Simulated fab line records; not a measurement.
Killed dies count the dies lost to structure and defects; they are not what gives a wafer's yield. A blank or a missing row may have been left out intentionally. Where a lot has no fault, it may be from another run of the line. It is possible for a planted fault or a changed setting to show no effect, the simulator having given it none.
Chamber matching	flow nand harc	cmp-02 running NHARC_P_BONDPAD_CMP_19: 4 sister chambers
The step polishes, t overpolish 30 s, cu recess touch 16 s, target thk 160.81 nm. 14 wafers are shown with their chamber, then 7 later ones without.

## WAFERS, EACH WITH ITS CHAMBER
wafer	chamber	motor current A (A)	overpolish run s (s)
L166.2	3	11.8	30.009
L166.3	0	9.9	29.994
L166.5	1	10.2	29.984
L173.2	3	11.5	29.999
L173.5	3	11.2	29.991
L173.6	2	12.3	29.986
L174.3	1	10.0	29.994
L174.4	3	11.3	30.008
L174.5	3	11.3	29.996
L175.3	0	9.0	30.003
L175.5	0	9.9	30.002
L175.6	1	10.3	30.005
L179.3	2	12.6	30.003
L179.5	0	9.9	30.010

SIGNATURES (means of the wafers above)
reading	chamber 0	chamber 1	chamber 2	chamber 3	scatter within a chamber
motor current A	9.675	10.167	12.450	11.420	0.304
overpolish run s	30.00225	29.99433	29.99450	30.00060	0.00857
Rule: for each reading, subtract the chamber's mean from the wafer's reading, divide by that reading's scatter and square the result; add these up over the readings and take the root, which gives the wafer's distance from the chamber. If the next closest chamber is less than 2 further off than the closest, the wafer can't be placed; otherwise it belongs to the closest. The scatter: the root of (the sum of the squares of (reading less its chamber's mean) over the shown wafers, divided by (wafers less chambers)).

## WAFERS WHOSE CHAMBER IS MISSING
wafer	motor current A (A)	overpolish run s (s)
L179.6	10.2	30.003
L180.1	11.6	29.992
L180.2	9.5	29.995
L180.5	12.6	30.005
L184.1	11.7	29.995
L184.2	10.5	29.986
L184.5	11.0	29.996

## CHAMBER TAKEN BY EACH
wafer	from the rows above	in truth
L179.6	can't be placed: 1 or 0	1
L180.1	can't be placed: 3 or 2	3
L180.2	can't be placed: 0 or 1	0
L180.5	2	2
L184.1	can't be placed: 3 or 2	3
L184.2	can't be placed: 1 or 0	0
L184.5	can't be placed: 3 or 1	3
1 of 7 placed correctly. Unplaceable from these rows: 6, with the true chamber sitting among the candidates in 6. Number placed wrongly: 0.
